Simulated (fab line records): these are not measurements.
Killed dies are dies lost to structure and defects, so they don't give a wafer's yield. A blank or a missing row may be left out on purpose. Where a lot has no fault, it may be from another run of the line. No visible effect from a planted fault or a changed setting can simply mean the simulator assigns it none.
Chamber matching | flow nand harc | 4 sister chambers for NHARC_A_CHANNEL_HOLE_D1_ETCH_38 on rie diel-02
The step etches the open film in CF4, target depth 39 nm, time 65 s. 4 wafers are shown with their chamber, then 7 later ones without.

EACH WAFER AND ITS CHAMBER
wafer  | chamber | throttle valve pct (%)
L838.5 | 2       | 13.288
L846.2 | 0       | 13.288
L846.3 | 1       | 13.286
L846.4 | 3       | 13.297

WAFERS WITHOUT THEIR CHAMBER
wafer  | throttle valve pct (%)
L847.2 | 13.266
L847.4 | 13.284
L847.5 | 13.284
L850.2 | 13.277
L858.3 | 13.282
L858.4 | 13.293
L858.6 | 13.268

CHAMBER TAKEN BY EACH
wafer  | from the rows above               | in truth
L847.2 | can't be placed: 1 or 0 or 2 or 3 | 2
L847.4 | can't be placed: 1 or 0 or 2 or 3 | 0
L847.5 | can't be placed: 1 or 0 or 2 or 3 | 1
L850.2 | can't be placed: 1 or 0 or 2 or 3 | 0
L858.3 | can't be placed: 1 or 0 or 2 or 3 | 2
L858.4 | can't be placed: 3 or 0 or 2 or 1 | 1
L858.6 | can't be placed: 1 or 0 or 2 or 3 | 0
Placed correctly: 0 of 7. Cannot be placed on the basis of these rows: 7; the candidates contain the true chamber in 7. Wrongly placed: 0.
How it was worked out, from the rows above alone: a wafer's distance from a chamber is the root of the sum, over the readings, of the square of ((its reading less the chamber's mean) divided by the reading's scatter). If the next closest chamber is less than 2 further off than the closest, the wafer can't be placed; otherwise it belongs to the closest. Each chamber's mean is taken over the wafers shown for it. The scatter (one wafer shown for each chamber): square how far every hidden wafer sits from the nearest shown wafer, average those squares and take the square root.
